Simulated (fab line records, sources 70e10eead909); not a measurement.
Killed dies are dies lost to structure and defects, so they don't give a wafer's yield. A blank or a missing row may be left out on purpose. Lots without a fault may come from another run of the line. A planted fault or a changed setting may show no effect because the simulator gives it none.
Chamber matching | flow nand_harc | NHARC_A_STAIRCASE_ETCH_169 on rie_diel-01: 4 sister chambers
The step etches the open film in CH3F/O2, target depth 50 nm, time 107.1 s. 20 wafers are shown with their chamber, then 10 later ones without.

WAFERS WITH THEIR CHAMBER
wafer  | chamber | showerhead_plenum_p_Torr (Torr) | drypump_motor_current_A (A) | rf_vpp_V (V)
L077.4 | 2       | 2.60                            | 5.8                         | 244.6
L077.5 | 0       | 2.64                            | 5.4                         | 247.0
L077.6 | 1       | 2.30                            | 5.6                         | 241.9
L080.2 | 0       | 2.63                            | 5.3                         | 246.5
L080.4 | 3       | 2.36                            | 6.6                         | 243.7
L080.6 | 1       | 2.30                            | 5.6                         | 242.7
L081.2 | 1       | 2.30                            | 5.6                         | 241.6
L081.3 | 2       | 2.59                            | 5.7                         | 246.7
L081.5 | 0       | 2.63                            | 5.4                         | 246.3
L082.1 | 2       | 2.59                            | 5.7                         | 247.1
L082.2 | 3       | 2.36                            | 6.6                         | 242.5
L082.5 | 1       | 2.30                            | 5.5                         | 242.0
L086.3 | 2       | 2.59                            | 5.8                         | 246.7
L086.4 | 1       | 2.29                            | 5.6                         | 241.8
L086.6 | 0       | 2.63                            | 5.3                         | 247.0
L089.1 | 3       | 2.36                            | 6.5                         | 241.5
L089.2 | 1       | 2.29                            | 5.7                         | 242.2
L089.6 | 0       | 2.62                            | 5.4                         | 247.2
L090.2 | 2       | 2.58                            | 5.8                         | 245.1
L090.3 | 1       | 2.29                            | 5.6                         | 240.8

SIGNATURES (means of the wafers above)
reading                  | chamber 0 | chamber 1 | chamber 2 | chamber 3 | scatter within a chamber
showerhead_plenum_p_Torr | 2.6300    | 2.2957    | 2.5900    | 2.3600    | 0.00598
drypump_motor_current_A  | 5.360     | 5.600     | 5.760     | 6.567     | 0.0563
rf_vpp_V                 | 246.800   | 241.857   | 246.040   | 242.567   | 0.79
Rule: a wafer's distance from a chamber is the root of the sum, over the readings, of the square of ((its reading less the chamber's mean) divided by the reading's scatter). The wafer belongs to the nearest chamber; if the next one is less than 2 further off, it can't be placed. The scatter: the root of (the sum of the squares of (reading less its chamber's mean) over the shown wafers, divided by (wafers less chambers)).

WAFERS WITHOUT THEIR CHAMBER
wafer  | showerhead_plenum_p_Torr (Torr) | drypump_motor_current_A (A) | rf_vpp_V (V)
L090.5 | 2.62                            | 5.4                         | 246.5
L093.4 | 2.35                            | 6.6                         | 241.7
L093.5 | 2.35                            | 6.6                         | 243.8
L093.6 | 2.58                            | 5.7                         | 246.7
L092.4 | 2.35                            | 6.5                         | 243.2
L092.5 | 2.58                            | 5.8                         | 248.1
L092.6 | 2.35                            | 6.5                         | 243.8
L095.2 | 2.62                            | 5.4                         | 245.8
L095.5 | 2.62                            | 5.4                         | 246.0
L095.6 | 2.35                            | 6.6                         | 244.9

WHICH CHAMBER EACH WENT THROUGH
wafer  | from the rows above | in truth
L090.5 | 0                   | 0
L093.4 | 3                   | 3
L093.5 | 3                   | 3
L093.6 | 2                   | 2
L092.4 | 3                   | 3
L092.5 | 2                   | 2
L092.6 | 3                   | 3
L095.2 | 0                   | 0
L095.5 | 0                   | 0
L095.6 | 3                   | 3
Placed correctly: 10 of 10. Can't be placed from these rows: 0. Placed wrongly: 0.
